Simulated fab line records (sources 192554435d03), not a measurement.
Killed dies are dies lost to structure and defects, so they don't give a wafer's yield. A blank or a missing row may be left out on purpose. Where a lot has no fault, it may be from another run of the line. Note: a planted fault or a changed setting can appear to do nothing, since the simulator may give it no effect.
Comparing a struck lot with a sound one / flow n5 finfet / 16 out of 1938 route steps
Sound: the wafers L133.1, L133.4, L133.6. Struck: wafer L140.4 (L140.5, L140.6, from the same lot, were not struck and are left out); the cause is given at the end.
At each step with rows: each side's tool, then ch and its chambers, then its first start. Under that, the readings that differ: sound wafers / struck wafers / difference of the means / sigmas: that difference in standard deviations of wafers without a fault.
alike: words and numbers the same on both sides, and readings whose means are apart by under 2 such deviations; not compared: readings that were withheld, readings missing a value for some wafer, numbers with overlapping values and no deviation given by the record, and bounds like >300 which may hide the same value.
Wherever a step has rows on one side only, a row that says differs or no value, or a row with sigmas, the two part there. When numbers do not overlap yet have no deviation, they are printed without sigmas and do not part them. A reading missing from all wafers of one side parts the sides only when that side holds two or more wafers.

first, 2 steps without rows for these wafers: N5_BEOL_M1_SPUTTER_90 (material Cu, target thk 4.5 nm, time 8.29 s); N5_BEOL_M1_ANNEAL_91 (time 240 s).
N5_BEOL_M1_SPUTTER_92: material Cu, target thk 4.5 nm, time 8.29 s.
  struck on pvd sputter-03, day 9 08:57; sound on pvd sputter-01, day 6 21:08
  alike: susceptor temp C, throttle valve pct
N5_BEOL_M1_ANNEAL_93: time 240 s.
  struck on pvd sputter-03, day 9 09:02; sound on pvd sputter-01, day 6 21:13
  alike: heater power w, susceptor temp C, susceptor_temp_C_max
then, 1 step without rows for these wafers: N5_BEOL_M1_SPUTTER_94 (material Cu, target thk 4.5 nm, time 8.29 s).
N5_BEOL_M1_ANNEAL_95: time 240 s.
  struck on pvd sputter-03, day 9 09:15; sound on pvd sputter-01, day 6 21:26
  alike: heater power w, susceptor temp C, susceptor_temp_C_max
N5_BEOL_M1_SPUTTER_96: material Cu, target thk 4.5 nm, time 8.29 s.
  struck on pvd sputter-03, day 9 09:23; sound on pvd sputter-01, day 6 21:35
  alike: susceptor temp C, throttle valve pct
then, 2 steps without rows for these wafers: N5_BEOL_M1_ECD_50 (material Cu, target thk 300 nm); N5_BEOL_M1_ANNEAL_51 (time 90 s).
N5_BEOL_M1_CMP_52: polishes, stops on SiOC, t overpolish 6.8 s, target thk 40 nm.
  sound on cmp-04 ch 0,3, day 6 22:05; struck on cmp-01 ch 1, day 9 10:00
reading=barrier field endpoint s (s); sound=24.2 24.1 23.3; struck=25.6; difference=+1.7; sigmas=+3
reading=motor current A (A); sound=7.1 5.7 7.2; struck=4.9; difference=-1.8; sigmas=-3
reading=time to endpoint s (s); sound=57 59 56; struck=67; difference=+10; sigmas=+3
  alike: overpolish run s
N5_BEOL_M1_THK_MEAS_53: measures by xrf.
  struck on film metro-02, day 9 10:18; sound on film metro-02, day 6 22:22
  alike: M1_THK
then, 1 step without rows for these wafers: N5_BEOL_M1_PRE_CLEAN_60 (time 15 s).
N5_BEOL_M1_CO_CAP_55: material Co, precursor CCTBA/H2, target thk 2 nm, time 102.1 s.
  sound on cvd co-02 ch 0,2, day 6 22:27; struck on cvd co-02 ch 2, day 9 10:25
reading=run length s (s); sound=125.8 126.0 124.9; struck=197.4; difference=+71.8; sigmas=+99 or more
reading=model.Co_of_BEOL_M1_CO_CAP_55.thk nm (nm); sound=2.2 2 2; struck=3.2; difference=+1.1; sigmas=
  alike: heater power outer w, heater power w, susceptor temp C
then, 1 step without rows for these wafers: N5_BEOL_M1_PRE_CLEAN_56 (time 15 s).
-- a jump in the record: the struck wafers' starts before and after are 2 days apart (it breaks off in module BEOL_M1 and resumes in module BEOL_M4, where the first step shown is number 1111 of the route) --
N5_BEOL_M4_RC_MEAS_101:
  sound on prober-01 ch 0, day 9 10:23; struck on prober-02 ch 0, day 11 21:32
reading=DIBL_P (mV/V); sound=37.7 35.7 33.4; struck=40.7; difference=+5.1; sigmas=+2
  alike: DIBL_N, IOFF_N, IOFF_P, ION_N, ION_P, SS_N, SS_P, VT_N, VT_P
N5_PASSIVATION_PROBE_49:
  rows exist in the record for the sound wafers here (prober-01, day 13 21:14), none for the struck ones

WHERE THEY PART
At N5_BEOL_M1_CMP_52 first; at N5_PASSIVATION_PROBE_49 last (within this record only).

WHY: what the simulator had put in
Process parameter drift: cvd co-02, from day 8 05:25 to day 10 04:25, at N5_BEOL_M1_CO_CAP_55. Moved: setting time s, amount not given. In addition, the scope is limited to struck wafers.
